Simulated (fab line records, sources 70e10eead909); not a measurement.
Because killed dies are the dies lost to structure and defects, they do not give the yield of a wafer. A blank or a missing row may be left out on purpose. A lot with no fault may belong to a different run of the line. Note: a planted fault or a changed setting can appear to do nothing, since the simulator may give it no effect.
Problem report, 8D (eight disciplines) form, completed by code || flow nand_harc || the parts of the form that need people (team, actions taken, sign-off) are left out

== 1. THE ISSUE ==
oes_product_au at NHARC_A_CONTACT_ETCH_91 reads a mean of 0.74 a.u. on 6 wafers of 2 lots; wafers without a fault read 0.94 a.u. with a standard deviation of 0.034. That puts it -5.8 standard deviations away from the usual mean.
The step: etches the open film in CH3F/O2, target depth 40 nm, time 85.7 s.
First observed at day 27 19:31: wafer L582.1, on rie_diel-11. The record has a number at this step for 42 wafers belonging to 14 lots. Rule for "out" (also "out of limits"): further than 4 standard deviations from the usual mean. The other wafers with a number count as sound.

== 2. WHAT THIS IS AND IS NOT ==
{"question": "which readings at this step", "is": "oes_product_au", "is not": "drypump_motor_current_A, rf_vpp_V, showerhead_plenum_p_Torr, throttle_valve_pct"}
{"question": "which lots", "is": "L582, L583", "is not": "L568, L570, L571, L574, L575, L576, L577, L578, L579, L580, L581, L591"}
{"question": "which wafers of those lots", "is": "all that have a number", "is not": "-"}
{"question": "read on which tools", "is": "rie_diel-11", "is not": "rie_diel-02"}
{"question": "when", "is": "from day 27 19:31", "is not": "up to then (33 sound wafers); but 3 sound wafers of L591 came after"}

== 3. SUSPECTS, AND WHAT RULES EACH OUT ==
Counting: any tool at a process step up to the reading is kept as a suspect provided that every lot that is out went through it and no sound lot did after the first of them.
- rie_diel-11 at NHARC_A_CONTACT_ETCH_91 (etches the open film in CH3F/O2, target depth 40 nm, time 85.7 s): kept. It ran every lot that is out, first L582 (day 27 19:31), and no sound lot after that; its last sound lot up to then is L581 (day 27 03:29). Its own oes_product_au readings are out on those wafers.
After counting, what remains is rie_diel-11 at NHARC_A_CONTACT_ETCH_91.

== 4. THE CAUSE (what the simulator had put in) ==
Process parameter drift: rie_diel-11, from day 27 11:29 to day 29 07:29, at NHARC_A_CONTACT_ETCH_91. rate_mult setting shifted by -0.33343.
This tool alone remained once counting was done.

== 5. THE EFFECT CHAIN, in route order ==
Each row: a reading where the mean over the struck wafers with a number is more than 3 standard deviations away from the usual. Scope: only readings with a usual standard deviation given in the record; hours: median across lots of the time from each lot's start at the first step in this table that gives one to its start at this step; sigmas: change in usual standard deviations.
{"hours": 0, "step": "NHARC_A_CONTACT_ETCH_91", "reading": "oes_product_au", "usual": "0.94 a.u.", "on struck wafers": 0.74, "change": -0.20, "sigmas": -5.8}
The process steps in it:
- NHARC_A_CONTACT_ETCH_91: etches the open film in CH3F/O2, target depth 40 nm, time 85.7 s.

== 6. WHAT WOULD HAVE CAUGHT IT SOONER ==
The fault began at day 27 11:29; the first out-of-limits reading in this record came at day 27 19:31, 8 hours later.
